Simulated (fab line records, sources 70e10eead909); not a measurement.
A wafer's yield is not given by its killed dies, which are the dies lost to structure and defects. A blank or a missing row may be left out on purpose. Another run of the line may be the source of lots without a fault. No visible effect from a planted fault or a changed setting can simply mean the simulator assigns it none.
The tool behind it: which one? ; flow nand-harc ; Sampling: 6 lots, 18 wafers, 2 of 1302 route steps

== WHAT THE GAUGES SHOWED, per wafer ==
NHARC_HYBRID_BOND_INSPECT_06: inspects for defects (ir void).
lot;measured;on;raw-defect-count
L111;day 24 02:58;defect-inspect-01;53 66 65
L113;day 25 07:44;defect-inspect-02;113 115 105
L118;day 27 19:19;defect-inspect-02;121 141 138
L123;day 29 14:17;defect-inspect-01;68 70 70
L125;day 30 12:41;defect-inspect-02;103 86
L132;day 33 12:54;defect-inspect-01;59 69 59

== TOOL THAT RAN EACH LOT (tool first, then ch and the chambers of the sampled wafers, then the start) ==
lot;NHARC_A_BONDPAD_ECD_18
L111;ecd-cu-02 ch 0,1, day 23 14:01
L113;ecd-cu-02 ch 0,1, day 25 00:17
L118;ecd-cu-02 ch 0,1, day 27 08:32
L123;ecd-cu-01 ch 0,1, day 29 03:37
L125;ecd-cu-02 ch 0,1, day 30 02:55
L132;ecd-cu-01 ch 0,1, day 33 01:52
- NHARC_A_BONDPAD_ECD_18: material Cu, target thk 400 nm.

== THE ANSWER, worked out from the rows above alone ==
Rule: what is usual is taken from the lots themselves. The widest of any qualifying gaps counts: lots, ordered by their means at a reading, are off when they make up no more than a third of the lots, leave a main group of 4 or more, and stand apart from it by 3 or more times the standard deviation of that group's means. If all means in a main group match to the digits the tables above print for the reading, that group is not used. Also off: a lot with no number at a reading for which 4 or more lots have one. Any other lot the step has rows for is counted as sound.
No lot is off on any of the readings shown, so nothing can be concluded from this.

== WHAT THE SIMULATOR PUT IN ==
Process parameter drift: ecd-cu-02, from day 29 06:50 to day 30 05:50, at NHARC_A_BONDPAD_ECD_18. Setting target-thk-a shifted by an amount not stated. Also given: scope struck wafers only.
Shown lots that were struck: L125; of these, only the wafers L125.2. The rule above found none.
